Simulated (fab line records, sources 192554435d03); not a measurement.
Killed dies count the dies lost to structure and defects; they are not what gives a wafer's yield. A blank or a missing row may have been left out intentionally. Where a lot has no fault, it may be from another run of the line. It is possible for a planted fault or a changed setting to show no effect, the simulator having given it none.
fab line records	flow n5Finfet
record: lots: 11	wafers: 33	lastDay: 20
route steps=1938 shown HKMG_FIN@447 PAD_METAL@1895 PASSIVATION@1911
lots that met no fault: from a run of the same line without faults
startH: the number of hours between the record's first day and the start of the first shown wafer of the lot	waitH: hours since the lot's step before	" identical to the entry in the row above	L1.1+2: a single row standing in for several wafers	- value missing, or start not given	* or withheld: withheld	< > ~ a bound
route shown NAME@n: names a module that has steps shown in the file, with the first one's number in the route	usual: average and standard deviation across the fault-free wafers	same: alike in all rows	chamber/n: place in a boat	sites: each site's reading	_std_site: the values' standard deviation	_edge_site: the outer-site mean with the inner-site mean subtracted	radiusMm: how far each site lies from the wafer's centre	mask NAME#n: copy n	behind: the last tool/chamber to shape the wafer	hold: reason for holding the lot/hours on hold/outcome of the hold	device: names the non-switching transistor (n, p or np)	end of line: the same wafers' tests at the end of the route	a step without rows: its recipe alone	killed: the dies lost at the first sort to structure and to defects; this is not the yield of the wafer	map: the dies of a wafer, with x for killed, . for not killed, _ for no die there
set.NAME: the setting that was run; set.NAME@STEP: the one run at that earlier step	model.NAME: the simulator's own value behind a step, which no gauge read
one table for each step of the route and one row for each wafer, over a sample of lots
services: a tool's chamber out of use, with start hour (startH, from the record's first day; less than 0 if before it), hours out, and reason
== steps ==
step: N5_HKMG_FIN_STRIP_88
recipe: chemistry: N2/H2	powerW: 2500	tempC: 300	h2Frac: 0.65	timeS: 360	pressureMtorr: withheld	n2FlowSccm: 1750	h2FlowSccm: 3250
usual: drypumpMotorCurrentA: 5.9/0.51	heaterPowerW: 484/72
same: timeS: 360
lot.wafer	tool	chamber	startH	waitH	drypumpMotorCurrentA	heaterPowerW	rfHoursCounterH
L501.1	plasmaAsher-02	0	76.79	0.0	5.1	475	37
L501.4	"	1	"	"	5.9	578	-
L501.6	"	0	"	"	5.1	487	-
L503.2	plasmaAsher-01	1	91.83	0.0	6.5	497	92
L503.3	"	1	"	"	6.5	503	-
L503.5	"	1	"	"	6.5	484	-
L504.1	plasmaAsher-02	0	96.24	0.0	5.1	466	40
L504.4	"	1	"	"	5.8	582	-
L504.5	"	0	"	"	5.1	488	-
L507.2	plasmaAsher-01	1	117.55	0.0	6.5	505	98
L507.3	"	1	"	"	6.5	486	-
L507.6	"	0	"	"	6.1	377	-
L509.1	plasmaAsher-01	0	125.63	0.0	6.1	368	99
L509.5	"	1	"	"	6.5	491	-
L509.6	"	0	"	"	6.1	378	-
L517.1	plasmaAsher-02	0	174.33	0.0	5.1	496	53
L517.5	"	0	"	"	5.1	472	-
L517.6	"	1	"	"	5.8	576	-
L520.2	plasmaAsher-02	0	194.64	0.0	5.1	485	58
L520.3	"	0	"	"	5.1	499	-
L520.4	"	1	"	"	5.8	590	-
L521.2	plasmaAsher-01	0	197.59	0.0	6.1	370	113
L521.4	"	0	"	"	6.0	374	-
L521.5	"	0	"	"	6.1	366	-
L522.1	plasmaAsher-02	0	204.91	0.0	5.1	480	60
L522.3	"	1	"	"	5.9	577	-
L522.6	"	1	"	"	5.8	573	-
L523.2	plasmaAsher-01	0	211.02	0.0	6.0	384	116
L523.4	"	1	"	"	6.5	500	-
L523.6	"	1	"	"	6.5	503	-
L524.1	plasmaAsher-01	0	234.64	0.2	6.0	374	120
L524.2	"	1	"	"	6.5	507	120
L524.5	"	1	"	"	6.5	485	-
step: N5_PASSIVATION_SPUTTER_20
recipe: material: TaN	targetThkA: 500	tempC: 25	chamberPressurePa: 0.4
usual: chamberPressurePa: 0.4000/0.00078	susceptorTempC: 25.01/0.1	throttleValvePct: 30.5/0.67
lot.wafer	tool	chamber	startH	waitH	chamberPressurePa	susceptorTempC	throttleValvePct
L501.1	pvdSputter-03	-	305.19	0.0	0.4013	25.06	29.5
L501.4	"	-	"	"	0.4009	25.00	30.8
L501.6	"	-	"	"	0.3995	25.05	30.1
L503.2	pvdSputter-02	-	318.56	0.0	0.3999	25.08	29.5
L503.3	"	-	"	"	0.4005	25.04	30.7
L503.5	"	-	"	"	0.4010	25.05	30.1
L507.2	pvdSputter-01	-	333.05	0.0	0.4000	25.10	31.6
L507.3	"	-	"	"	0.4003	25.14	30.2
L507.6	"	-	"	"	0.3993	25.11	30.3
L504.1	pvdSputter-02	-	337.35	0.0	0.4023	25.03	31.0
L504.4	"	-	"	"	0.4004	25.29	29.7
L504.5	"	-	"	"	0.4007	25.13	31.2
L509.1	pvdSputter-03	-	356.93	0.0	0.3995	25.04	30.8
L509.5	"	-	"	"	0.3998	24.81	30.8
L509.6	"	-	"	"	0.4008	24.89	29.4
L517.1	pvdSputter-03	-	404.37	0.0	0.3995	25.05	30.1
L517.5	"	-	"	"	0.4008	24.97	29.6
L517.6	"	-	"	"	0.3998	24.95	30.7
L520.2	pvdSputter-01	-	407.24	0.0	0.4005	24.82	31.4
L520.3	"	-	"	"	0.4000	24.81	30.9
L520.4	"	-	"	"	0.3990	25.22	30.3
L521.2	pvdSputter-02	-	420.58	0.0	0.4007	24.83	29.8
L521.4	"	-	"	"	0.4009	25.04	31.0
L521.5	"	-	"	"	0.3986	25.02	29.5
L523.2	pvdSputter-02	-	436.45	0.0	0.3994	24.91	31.1
L523.4	"	-	"	"	0.3988	25.07	30.2
L523.6	"	-	"	"	0.3989	24.97	31.1
L522.1	pvdSputter-02	-	436.91	0.0	0.4006	24.90	31.0
L522.3	"	-	"	"	0.4002	24.98	30.1
L522.6	"	-	"	"	0.4009	24.85	29.5
L524.1	pvdSputter-01	-	462.82	0.0	0.3999	24.99	30.0
L524.2	"	-	"	"	0.4007	24.93	31.3
L524.5	"	-	"	"	0.4016	25.07	31.8
step: N5_PASSIVATION_STRIP_34
recipe: chemistry: O2	powerW: 600	tempC: 60	pressureMtorr: 30	rfFrequencyHz: 6e+07	biasPowerW: 0	overashFraction: 2	o2FlowSccm: 225
usual: drypumpMotorCurrentA: 5.6/0.5	oesProductAu: 0.82/0.07	rfVppV: 3.5/1.5	showerheadPlenumPTorr: 2.14/0.079	throttleValvePct: 16.62/0.14
lot.wafer	tool	chamber	startH	waitH	drypumpMotorCurrentA	oesProductAu	rfHoursCounterH	rfVppV	showerheadPlenumPTorr	throttleValvePct
L501.1	rieDiel-03	1	306.58	0.1	6.5	0.83	104	2.7	2.20	16.64
L501.4	"	2	"	"	5.3	0.70	248	1.8	1.97	16.90
L501.6	"	3	"	"	4.8	0.70	-	5.6	2.15	17.05
L503.2	rieDiel-04	0	320.08	0.1	5.3	0.82	94	3.2	2.03	16.56
L503.3	"	2	"	"	6.1	0.77	146	3.0	2.10	16.54
L503.5	"	1	"	"	5.0	0.84	-	4.6	2.22	16.35
L507.2	rieDiel-03	1	334.94	0.1	6.4	0.79	117	4.2	2.19	16.67
L507.3	"	0	"	"	5.5	0.86	55	4.2	2.03	16.42
L507.6	"	2	"	"	5.3	0.99	-	2.5	2.23	16.34
L504.1	rieDiel-03	0	338.99	0.1	5.5	0.87	57	1.9	2.03	16.37
L504.4	"	2	"	"	5.3	1.00	-	1.1	2.23	16.43
L504.5	"	1	"	"	6.4	0.80	-	2.3	2.19	16.69
L509.1	rieDiel-01	0	358.88	0.1	5.7	0.77	152	4.1	2.09	16.61
L509.5	"	1	"	"	5.1	0.82	-	5.2	2.21	16.63
L509.6	"	2	"	"	5.3	0.82	-	3.2	2.21	16.63
L517.1	rieDiel-03	1	405.64	0.1	6.5	0.79	141	5.4	2.19	16.68
L517.5	"	0	"	"	5.5	0.84	-	4.9	2.03	16.40
L517.6	"	1	"	"	6.5	0.78	-	3.8	2.18	16.76
L520.2	rieDiel-01	0	408.94	0.1	5.7	0.73	170	3.4	2.09	16.73
L520.3	"	1	"	"	5.1	0.78	116	1.9	2.20	16.68
L520.4	"	3	"	"	6.3	0.79	110	5.3	2.03	16.84
L521.2	rieDiel-01	1	422.01	0.1	5.1	0.78	120	1.4	2.20	16.72
L521.4	"	0	"	"	5.7	0.73	175	4.5	2.09	16.71
L521.5	"	0	"	"	5.8	0.74	-	4.3	2.09	16.68
L523.2	rieDiel-04	2	437.97	0.1	6.1	0.73	183	4.1	2.09	16.67
L523.4	"	1	"	"	5.1	0.78	103	5.0	2.20	16.48
L523.6	"	1	"	"	5.0	0.79	-	1.3	2.20	16.46
L522.1	rieDiel-03	1	438.27	0.1	6.5	0.78	152	3.2	2.18	16.74
L522.3	"	3	"	"	4.8	0.95	28	4.7	2.14	16.60
L522.6	"	2	"	"	5.3	0.90	-	2.4	2.22	16.46
L524.1	rieDiel-03	0	464.24	0.2	5.5	0.84	99	3.7	2.02	16.41
L524.2	"	2	"	"	5.3	0.89	46	1.8	2.22	16.46
L524.5	"	3	"	"	4.9	0.92	-	3.8	2.14	16.65
step: N5_PASSIVATION_DESCUM_46
recipe: chemistry: O2	timeS: 7.9	sourcePowerW: 50	biasPowerW: 20	pressureMtorr: 20	rfFrequencyHz: 2.712e+07	tempC: 40	o2FlowSccm: 225
usual: drypumpMotorCurrentA: 5.6/0.52	oesProductAu: 0.82/0.071	rfVppV: 243.9/1.5	showerheadPlenumPTorr: 2.14/0.078	throttleValvePct: 20.39/0.14
same: timeS: 7.9
lot.wafer	tool	chamber	startH	waitH	drypumpMotorCurrentA	oesProductAu	rfHoursCounterH	rfVppV	showerheadPlenumPTorr	throttleValvePct
L501.1	rieDiel-03	3	307.76	0.1	4.8	0.68	244	245.1	2.15	20.80
L501.4	"	2	"	"	5.3	0.69	248	240.6	1.97	20.54
L501.6	"	2	"	"	5.3	0.68	-	241.5	1.97	20.56
L503.2	rieDiel-03	1	321.37	0.0	6.5	0.81	111	244.3	2.19	20.43
L503.3	"	3	"	"	4.8	0.68	250	243.2	2.15	20.81
L503.5	"	1	"	"	6.5	0.81	-	245.1	2.19	20.43
L507.2	rieDiel-01	0	336.73	0.6	5.7	0.76	144	242.3	2.09	20.39
L507.3	"	1	"	"	5.1	0.81	89	243.7	2.20	20.42
L507.6	"	0	"	"	5.7	0.76	-	243.4	2.09	20.41
L504.1	rieDiel-04	3	341.03	0.8	6.0	0.87	54	245.8	2.21	20.40
L504.4	"	2	"	"	6.1	0.74	153	242.7	2.10	20.35
L504.5	"	3	"	"	6.1	0.87	-	246.3	2.21	20.42
L509.1	rieDiel-03	3	360.01	0.0	4.8	1.01	1	244.7	2.14	20.38
L509.5	"	2	"	"	5.3	0.96	-	244.4	2.22	20.21
L509.6	"	1	"	"	6.4	0.79	-	244.7	2.19	20.45
L517.1	rieDiel-03	0	406.80	0.0	5.5	0.84	78	241.2	2.02	20.18
L517.5	"	1	"	"	6.5	0.78	-	244.5	2.18	20.47
L517.6	"	2	"	"	5.3	0.93	-	245.4	2.22	20.22
L520.2	rieDiel-04	3	410.07	0.0	6.0	0.85	77	245.3	2.20	20.46
L520.3	"	2	"	"	6.1	0.73	176	243.0	2.09	20.37
L520.4	"	1	"	"	5.0	0.79	94	244.4	2.20	20.21
L521.2	rieDiel-01	2	423.43	0.3	5.3	0.79	106	244.6	2.20	20.42
L521.4	"	0	"	"	5.8	0.73	176	243.7	2.08	20.46
L521.5	"	2	"	"	5.3	0.79	-	244.4	2.20	20.43
L523.2	rieDiel-03	0	439.10	0.0	5.5	0.83	91	241.8	2.02	20.19
L523.4	"	3	"	"	4.8	0.93	28	244.9	2.13	20.43
L523.6	"	0	"	"	5.5	0.83	-	243.2	2.02	20.20
L522.1	rieDiel-01	2	439.51	0.0	5.3	0.79	111	244.1	2.20	20.43
L522.3	"	0	"	"	5.8	0.72	181	243.3	2.08	20.46
L522.6	"	2	"	"	5.3	0.79	-	244.9	2.20	20.44
L524.1	rieDiel-04	3	465.44	0.1	6.0	0.82	93	244.4	2.19	20.48
L524.2	"	1	"	"	5.0	0.78	112	245.1	2.20	20.23
L524.5	"	0	"	"	5.3	0.77	-	240.7	2.01	20.44
step: N5_PASSIVATION_PROBE_49
usual: killed_at_M0_to_M3: 36/11	killed_at_M4_up: 14/5.6	killedAtContacts: 11/5.6	killedAtFrontEnd: 40/12	killedAtOther: 4/3.2	killedDies: 105/17	killedOnRim: 14/3.4	killedOpen: 69/12	killedShort: 34/8.4
same: grossDies: 1180	killedAtBackSide: 0
lot.wafer	tool	chamber	startH	waitH	killed_at_M0_to_M3	killed_at_M4_up	killedAtContacts	killedAtFrontEnd	killedAtOther	killedDies	killedOnRim	killedOpen	killedShort
L501.1	prober-01	-	310.81	0.0	55	21	1	43	2	122	20	92	30
L501.4	prober-01	-	310.96	0.2	27	10	6	34	2	79	7	61	18
L501.6	prober-01	-	311.06	0.3	37	9	15	38	3	102	17	65	37
L503.2	prober-02	-	324.46	0.1	34	7	12	29	5	87	11	55	31
L503.3	prober-02	-	324.51	0.1	25	19	21	38	10	113	19	70	36
L503.5	prober-02	-	324.61	0.2	23	10	19	26	11	89	14	49	39
L507.2	prober-01	-	339.82	0.1	20	26	15	146	0	207	29	73	40
L507.3	prober-01	-	339.87	0.1	23	14	15	157	1	210	34	74	43
L507.6	prober-01	-	340.02	0.3	29	20	16	202	1	268	20	83	32
L504.1	prober-01	-	345.18	0.0	25	13	13	39	3	93	13	62	31
L504.4	prober-01	-	345.33	0.2	24	9	7	30	3	73	10	46	26
L504.5	prober-01	-	345.38	0.2	32	11	9	21	4	77	10	49	27
L509.1	prober-02	-	363.07	0.0	44	24	12	176	6	262	18	89	32
L509.5	prober-02	-	363.27	0.2	33	23	7	107	5	175	32	63	26
L509.6	prober-02	-	363.32	0.3	45	17	10	188	2	262	14	85	40
L517.1	prober-02	-	409.85	0.0	27	14	14	35	4	94	10	65	29
L517.5	prober-02	-	410.05	0.2	25	32	7	25	1	90	13	65	25
L517.6	prober-02	-	410.10	0.3	35	24	18	22	12	111	17	79	32
L520.2	prober-02	-	413.16	0.1	39	5	14	48	6	112	10	77	28
L520.3	prober-02	-	413.21	0.1	26	12	16	32	11	97	11	58	36
L520.4	prober-02	-	413.26	0.2	30	8	7	27	4	76	14	48	27
L521.2	prober-01	-	426.52	0.1	26	25	6	58	0	115	13	73	40
L521.4	prober-01	-	426.62	0.2	26	20	8	47	1	102	10	68	34
L521.5	prober-01	-	426.67	0.2	39	7	12	75	0	133	14	80	51
L522.1	prober-02	-	443.28	0.0	27	21	20	23	1	92	16	74	18
L522.3	prober-02	-	443.38	0.1	28	6	15	34	1	84	15	56	27
L522.6	prober-02	-	443.53	0.3	43	22	20	49	9	143	14	97	46
L523.2	prober-01	-	443.33	0.1	38	15	13	44	1	111	16	68	42
L523.4	prober-01	-	443.43	0.2	41	11	30	56	2	140	21	90	47
L523.6	prober-01	-	443.53	0.3	48	11	5	58	0	122	20	82	34
L524.1	prober-01	-	468.48	0.0	35	10	5	50	2	102	18	64	38
L524.2	prober-01	-	468.53	0.1	42	15	10	18	10	95	11	69	26
L524.5	prober-01	-	468.68	0.2	62	16	6	22	3	109	17	66	37
killed by level:class
L501.1 BEOL_M2:geometricParticle:open=22 STI_FIN_REVEAL:geometricParticle:open=18 BEOL_M3:geometricParticle:open=10 BEOL_M0_SAQP:geometricParticle:open=7 BEOL_M5:geometricParticle:open=6 BEOL_M4:geometricParticle:open=6 STARTING-WAFER:geometricParticle:short=5 BEOL_M2:geometricParticle:short=4
L501.4 FIN_SAQP:geometricParticle:open=13 BEOL_M3:geometricParticle:open=9 STI_FIN_REVEAL:geometricParticle:open=6 BEOL_M2:geometricParticle:open=6 BEOL_M0_SAQP:geometricParticle:short=6 FIN_SAQP:geometricParticle:short=5 BEOL_M0_SAQP:geometricParticle:open=5 BEOL_M4:geometricParticle:open=5
L501.6 MOL_CONTACT_COAG:geometricParticle:open=13 BEOL_M2:geometricParticle:open=12 FIN_SAQP:geometricParticle:short=8 BEOL_M0:geometricParticle:open=6 STI_FIN_REVEAL:geometricParticle:open=5 GATE_CUT:geometricParticle:short=5 BEOL_M3:geometricParticle:open=5 DUMMY_GATE:geometricParticle:open=4
L503.2 STI_FIN_REVEAL:geometricParticle:open=12 BEOL_M0_SAQP:geometricParticle:short=12 MOL_CONTACT_COAG:geometricParticle:open=10 BEOL_M2:geometricParticle:open=10 BEOL_M0_SAQP:geometricParticle:open=8 STARTING-WAFER:geometricParticle:short=6 BEOL_M8:geometricParticle:open=3 STARTING-WAFER:geometricParticle:open=3
L503.3 MOL_CONTACT_COAG:geometricParticle:open=19 BEOL_M0_SAQP:geometricParticle:short=7 BEOL_M5:geometricParticle:open=7 BEOL_M0_SAQP:geometricParticle:open=6 STI_FIN_REVEAL:geometricParticle:open=5 FIN_SAQP:geometricParticle:open=4 BEOL_M2:geometricParticle:open=4 STARTING-WAFER:geometricParticle:short=4
L503.5 MOL_CONTACT_COAG:geometricParticle:open=13 BEOL_M0_SAQP:geometricParticle:short=9 FIN_SAQP:geometricParticle:short=8 MOL_CONTACT_COAG:geometricParticle:short=6 BEOL_M2:geometricParticle:open=6 GATE_CUT:geometricParticle:short=5 BEOL_M0_SAQP:geometricParticle:open=5 BEOL_M4:geometricParticle:open=4
L507.2 HKMG_FIN:unspecified=91 BEOL_M4:geometricParticle:open=21 FIN_SAQP:geometricParticle:short=15 MOL_CONTACT_COAG:geometricParticle:open=14 STI_FIN_REVEAL:geometricParticle:open=10 FIN_SAQP:geometricParticle:open=6 BEOL_M0_SAQP:geometricParticle:short=6 STI_FIN_REVEAL:geometricParticle:short=5
L507.3 HKMG_FIN:unspecified=88 STI_FIN_REVEAL:geometricParticle:open=13 MOL_CONTACT_COAG:geometricParticle:open=11 FIN_SAQP:geometricParticle:short=10 FIN_SAQP:geometricParticle:open=10 DUMMY_GATE:geometricParticle:open=9 GATE_CUT:geometricParticle:short=8 BEOL_M0_SAQP:geometricParticle:short=7
L507.6 HKMG_FIN:unspecified=147 STI_FIN_REVEAL:geometricParticle:open=15 MOL_CONTACT_COAG:geometricParticle:open=12 GATE_CUT:geometricParticle:short=8 BEOL_M4:geometricParticle:open=8 BEOL_M3:geometricParticle:open=7 FIN_SAQP:geometricParticle:open=6 BEOL_M4:geometricParticle:short=6
L504.1 FIN_SAQP:geometricParticle:short=13 MOL_CONTACT_COAG:geometricParticle:open=12 BEOL_M0_SAQP:geometricParticle:open=8 STARTING-WAFER:geometricParticle:open=6 FIN_SAQP:geometricParticle:open=5 BEOL_M3:geometricParticle:open=5 BEOL_M2:geometricParticle:open=5 BEOL_M4:geometricParticle:open=5
L504.4 FIN_SAQP:geometricParticle:open=9 STI_FIN_REVEAL:geometricParticle:open=7 MOL_CONTACT_COAG:geometricParticle:open=7 BEOL_M0_SAQP:geometricParticle:short=5 FIN_SAQP:geometricParticle:short=4 GATE_CUT:geometricParticle:short=4 BEOL_M0_SAQP:geometricParticle:open=4 BEOL_M1:geometricParticle:open=4
L504.5 BEOL_M2:geometricParticle:open=10 MOL_CONTACT_COAG:geometricParticle:open=9 BEOL_M0_SAQP:geometricParticle:open=8 BEOL_M0_SAQP:geometricParticle:short=7 BEOL_M4:geometricParticle:open=6 FIN_SAQP:geometricParticle:short=4 FIN_SAQP:geometricParticle:open=3 BEOL_M3:geometricParticle:open=3
L509.1 HKMG_FIN:unspecified=140 BEOL_M4:geometricParticle:open=14 BEOL_M0_SAQP:geometricParticle:open=12 MOL_CONTACT_COAG:geometricParticle:open=11 STI_FIN_REVEAL:geometricParticle:open=9 BEOL_M0_SAQP:geometricParticle:short=8 FIN_SAQP:geometricParticle:open=7 BEOL_M1:geometricParticle:open=7
L509.5 HKMG_FIN:unspecified=85 BEOL_M4:geometricParticle:open=13 BEOL_M2:geometricParticle:open=8 MOL_CONTACT_COAG:geometricParticle:open=7 BEOL_M0_SAQP:geometricParticle:short=7 BEOL_M1:geometricParticle:open=7 BEOL_M0_SAQP:geometricParticle:open=6 FIN_SAQP:geometricParticle:open=5
L509.6 HKMG_FIN:unspecified=136 STI_FIN_REVEAL:geometricParticle:open=21 FIN_SAQP:geometricParticle:open=12 BEOL_M0_SAQP:geometricParticle:short=12 MOL_CONTACT_COAG:geometricParticle:open=8 BEOL_M4:geometricParticle:open=8 BEOL_M0_SAQP:geometricParticle:open=7 BEOL_M1:geometricParticle:open=6
L517.1 MOL_CONTACT_COAG:geometricParticle:open=13 STI_FIN_REVEAL:geometricParticle:open=12 FIN_SAQP:geometricParticle:short=10 BEOL_M3:geometricParticle:open=10 BEOL_M2:geometricParticle:open=6 BEOL_M4:geometricParticle:open=5 BEOL_M0_SAQP:geometricParticle:short=4 DUMMY_GATE:geometricParticle:open=3
L517.5 BEOL_M4:geometricParticle:open=19 BEOL_M2:geometricParticle:open=8 BEOL_M4:geometricParticle:short=7 MOL_CONTACT_COAG:geometricParticle:open=6 BEOL_M3:geometricParticle:open=5 FIN_SAQP:geometricParticle:open=4 STI_FIN_REVEAL:geometricParticle:open=4 DUMMY_GATE:geometricParticle:open=4
L517.6 MOL_CONTACT_COAG:geometricParticle:open=13 BEOL_M1:geometricParticle:open=10 BEOL_M2:geometricParticle:open=7 BEOL_M4:geometricParticle:open=7 BEOL_M0_SAQP:geometricParticle:open=6 MOL_CONTACT_COAG:geometricParticle:short=5 BEOL_M5:geometricParticle:open=5 BEOL_M0_SAQP:geometricParticle:short=5
L520.2 STI_FIN_REVEAL:geometricParticle:open=13 MOL_CONTACT_COAG:geometricParticle:open=12 BEOL_M1:geometricParticle:open=11 BEOL_M0_SAQP:geometricParticle:short=9 DUMMY_GATE:geometricParticle:open=7 BEOL_M0_SAQP:geometricParticle:open=7 GATE_CUT:geometricParticle:open=5 GATE_CUT:geometricParticle:short=4
L520.3 MOL_CONTACT_COAG:geometricParticle:open=11 FIN_SAQP:geometricParticle:open=7 GATE_CUT:geometricParticle:short=6 BEOL_M0_SAQP:geometricParticle:open=6 BEOL_M0_SAQP:geometricParticle:short=5 BEOL_M2:geometricParticle:open=5 BEOL_M4:geometricParticle:open=5 MIM_TOP:geometricParticle:short=5
L520.4 BEOL_M1:geometricParticle:open=9 FIN_SAQP:geometricParticle:open=6 BEOL_M0_SAQP:geometricParticle:short=6 GATE_CUT:geometricParticle:open=4 MOL_CONTACT_COAG:geometricParticle:open=4 BEOL_M0_SAQP:geometricParticle:open=4 STI_FIN_REVEAL:geometricParticle:open=3 MOL_CONTACT_COAG:geometricParticle:short=3
L521.2 STI_FIN_REVEAL:geometricParticle:open=16 FIN_SAQP:geometricParticle:short=13 BEOL_M4:geometricParticle:open=9 BEOL_M2:geometricParticle:open=8 BEOL_M1:geometricParticle:open=7 FIN_SAQP:geometricParticle:open=6 GATE_CUT:geometricParticle:short=5 MOL_CONTACT_COAG:geometricParticle:open=5
L521.4 FIN_SAQP:geometricParticle:open=10 FIN_SAQP:geometricParticle:short=9 BEOL_M1:geometricParticle:open=9 BEOL_M3:geometricParticle:open=8 GATE_CUT:geometricParticle:short=7 BEOL_M4:geometricParticle:open=6 MOL_CONTACT_COAG:geometricParticle:open=6 DUMMY_GATE:geometricParticle:short=5
L521.5 FIN_SAQP:geometricParticle:open=27 FIN_SAQP:geometricParticle:short=15 BEOL_M2:geometricParticle:open=12 BEOL_M1:geometricParticle:open=7 GATE_CUT:geometricParticle:short=6 MOL_CONTACT_COAG:geometricParticle:short=6 MOL_CONTACT_COAG:geometricParticle:open=6 GATE_CUT:geometricParticle:open=5
L522.1 MOL_CONTACT_COAG:geometricParticle:open=18 BEOL_M4:geometricParticle:open=17 BEOL_M2:geometricParticle:open=12 DUMMY_GATE:geometricParticle:open=7 FIN_SAQP:geometricParticle:short=6 BEOL_M0:geometricParticle:open=4 FIN_SAQP:geometricParticle:open=3 BEOL_M3:geometricParticle:open=3
L523.2 BEOL_M0_SAQP:geometricParticle:short=17 STI_FIN_REVEAL:geometricParticle:open=14 MOL_CONTACT_COAG:geometricParticle:open=11 BEOL_M4:geometricParticle:open=8 FIN_SAQP:geometricParticle:open=7 BEOL_M2:geometricParticle:open=7 FIN_SAQP:geometricParticle:short=6 STI_FIN_REVEAL:geometricParticle:short=5
L522.3 MOL_CONTACT_COAG:geometricParticle:open=12 BEOL_M2:geometricParticle:open=9 STI_FIN_REVEAL:geometricParticle:open=7 BEOL_M0_SAQP:geometricParticle:open=6 STARTING-WAFER:geometricParticle:short=5 FIN_SAQP:geometricParticle:short=4 DUMMY_GATE:geometricParticle:open=4 FIN_SAQP:geometricParticle:open=3
L523.4 MOL_CONTACT_COAG:geometricParticle:open=27 FIN_SAQP:geometricParticle:short=14 FIN_SAQP:geometricParticle:open=12 STI_FIN_REVEAL:geometricParticle:open=11 BEOL_M0_SAQP:geometricParticle:short=7 BEOL_M1:geometricParticle:open=7 BEOL_M3:geometricParticle:open=6 BEOL_M4:geometricParticle:open=6
L523.6 FIN_SAQP:geometricParticle:open=21 FIN_SAQP:geometricParticle:short=14 BEOL_M0_SAQP:geometricParticle:open=14 BEOL_M0_SAQP:geometricParticle:short=9 STI_FIN_REVEAL:geometricParticle:open=7 BEOL_M1:geometricParticle:open=7 BEOL_M0:geometricParticle:open=6 BEOL_M2:geometricParticle:open=6
L522.6 BEOL_M4:geometricParticle:open=17 MOL_CONTACT_COAG:geometricParticle:open=16 BEOL_M2:geometricParticle:open=13 STI_FIN_REVEAL:geometricParticle:open=11 FIN_SAQP:geometricParticle:short=10 DUMMY_GATE:geometricParticle:open=8 BEOL_M2:geometricParticle:short=8 GATE_CUT:geometricParticle:short=7
L524.1 FIN_SAQP:geometricParticle:open=13 BEOL_M2:geometricParticle:open=10 FIN_SAQP:geometricParticle:short=8 BEOL_M0_SAQP:geometricParticle:short=7 STI_FIN_REVEAL:geometricParticle:open=6 BEOL_M1:geometricParticle:open=6 BEOL_M3:geometricParticle:open=5 GATE_CUT:geometricParticle:short=5
L524.2 BEOL_M2:geometricParticle:open=10 BEOL_M0_SAQP:geometricParticle:open=8 MOL_CONTACT_COAG:geometricParticle:open=7 BEOL_M0_SAQP:geometricParticle:short=7 BEOL_M1:geometricParticle:open=6 BEOL_M3:geometricParticle:open=6 BEOL_M4:geometricParticle:open=6 MIM_TOP_ETCH:geometricParticle:short=4
L524.5 BEOL_M3:geometricParticle:open=14 BEOL_M2:geometricParticle:open=13 BEOL_M0_SAQP:geometricParticle:short=8 BEOL_M0_SAQP:geometricParticle:open=7 BEOL_M1:geometricParticle:open=7 BEOL_M4:geometricParticle:open=7 FIN_SAQP:geometricParticle:open=5 BEOL_M2:geometricParticle:short=5
== services ==
tool	chamber	startH	hours	kind
pvdSputter-01	-	88.43	11.4	repair
rieDiel-04	3	103.26	4.3	repair
pvdSputter-01	-	115.28	5.0	repair
rieDiel-01	-	129.43	10.9	repair
pvdSputter-01	-	137.31	1.3	repair
rieDiel-04	3	138.33	9.4	repair
rieDiel-01	2	143.52	8.2	repair
pvdSputter-03	-	164.50	2.8	repair
rieDiel-03	0	165.44	-	clean
rieDiel-03	0	165.44	-	consumableReplace:focusRing
rieDiel-03	0	165.44	20.8	scheduledDown
rieDiel-01	0	264.71	3.7	repair
plasmaAsher-02	-	288.01	2.1	repair
rieDiel-04	1	294.03	23.1	repair
pvdSputter-02	-	295.39	5.2	repair
plasmaAsher-02	-	310.20	14.6	pm
plasmaAsher-02	-	332.58	3.2	repair
plasmaAsher-01	-	336.00	15.6	pm
rieDiel-03	-	353.27	4.3	pm
pvdSputter-02	-	366.81	8.6	repair
pvdSputter-02	-	396.80	1.1	repair
plasmaAsher-02	-	403.43	2.2	repair
plasmaAsher-01	-	415.64	2.8	pm
plasmaAsher-01	-	444.48	0.9	repair
== key ==
firstSign: step: N5_PASSIVATION_PROBE_49	reading: killedAtFrontEnd	direction: up	sigmas: 10	usual: 40	struck: 163
effect: step: N5_PASSIVATION_PROBE_49	reading: killedDies	direction: up	sigmas: 7.3	usual: 105	struck: 231
moreKillsBornAt: N5_HKMG_FIN_STRIP_88@plasmaAsher-01: 687
metAt N5_HKMG_FIN_STRIP_88
struckLots L507,L509
testerLeftOut L507,L509
notActingAt N5_PASSIVATION_SPUTTER_20,N5_PASSIVATION_STRIP_34,N5_PASSIVATION_DESCUM_46
onsetBetween 91.83 117.55
fault: kind: chamberParticleSource	tool: plasmaAsher-01	chamber: -	onsetH: 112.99	steps: N5_HKMG_FIN_STRIP_88	ratePerVisitCm2: 1.3613	endH: 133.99
testerLeftOut: of these lots the tester's yield and bins aren't shown, on N5 and GAA mostly nor the transistor test; their killed dies are dies lost to structure and defects alone, not to doping, threshold or leakage, so they don't give the yield
